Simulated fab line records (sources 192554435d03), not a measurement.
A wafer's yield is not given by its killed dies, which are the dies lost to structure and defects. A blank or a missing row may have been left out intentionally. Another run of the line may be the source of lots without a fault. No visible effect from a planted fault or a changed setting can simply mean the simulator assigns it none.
Code-filled problem report in 8D (eight disciplines) form || flow n5Finfet || the parts of the form that need people (team, actions taken, sign-off) are left out

1. PROBLEM STATEMENT
spinSpeedRpm at N5_BEOL_M4_COAT_62 reads a mean of 1376.8 rpm on 6 wafers of 2 lots; wafers without a fault read 1500.0 rpm with a standard deviation of 1.2. So: -99 or more standard deviations from the usual mean.
The step: time 60 s, resist thk 12 nm.
Seen first at day 9 06:14 on lithoTrack-04, wafer L143.2. At this step, 32 wafers from 11 lots have a number in the record. Rule for "out", or "out of limits": more than 4 standard deviations from the usual mean. Any other wafer with a number is counted as sound.

2. WHAT IT IS AND WHAT IT IS NOT
{"question": "which readings at this step", "is": "spinSpeedRpm", "is not": "-"}
{"question": "which lots", "is": "L143, L144", "is not": "L137, L138, L154, L155, L156, L157, L158, L159, L160"}
{"question": "which wafers of those lots", "is": "all that have a number", "is not": "-"}
{"question": "read on which tools", "is": "lithoTrack-04", "is not": "lithoTrack-03, lithoTrack-05"}
{"question": "when", "is": "from day 9 06:14", "is not": "up to then (6 sound wafers); but 20 sound wafers of L154, L155, L156, L157, L158, L159, L160 came after"}

3. THE SUSPECTS, EACH WITH WHAT RULES IT OUT
Counting: a tool stays on the suspect list if, at a process step up to the reading, it processed all lots that are out and no sound lot following the first of them.
- cvdCo-02 at N5_BEOL_M3_PRE_CLEAN_60 (time 15 s): ruled out as a lasting fault. Following L143 (day 9 03:11), the first lot on it that is out, the sound lots L156, L157, L159 were run on it.
- lithoTrack-04 at N5_BEOL_M4_COAT_62 (time 60 s, resist thk 12 nm): ruled out as a lasting fault. Following L143 (day 9 06:14), the first lot on it that is out, the sound lots L157 were run on it.
Left after counting: nothing in the record.

4. THE CAUSE (what the simulator had put in)
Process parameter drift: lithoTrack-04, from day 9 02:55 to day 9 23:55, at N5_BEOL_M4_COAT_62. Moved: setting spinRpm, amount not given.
Counting ruled it out, wrongly.

5. THE EFFECT CHAIN, in route order
Rows list readings where the struck wafers' mean (over those with a number) sits beyond 3 standard deviations from the usual. Only readings whose record carries a usual standard deviation are examined. hours: median over the lots of the time between each lot's start at the first step of this table that gives one and its start at this step. sigmas: the change, counted in usual standard deviations.
{"hours": 0, "step": "N5_BEOL_M4_COAT_62", "reading": "spinSpeedRpm", "usual": "1500.0 rpm", "on struck wafers": 1376.8, "change": -123.2, "sigmas": "-99 or more"}
Its process steps:
- N5_BEOL_M4_COAT_62: time 60 s, resist thk 12 nm.
Later steps that measure or inspect, where all struck wafers having a row at the step show a number for every such reading and not one has moved that far: N5_BEOL_M4_RC_MEAS_101.

6. WHAT WOULD HAVE CAUGHT IT SOONER
First out-of-limits reading in this record: day 9 06:14, which is 3 hours after fault onset at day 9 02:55.
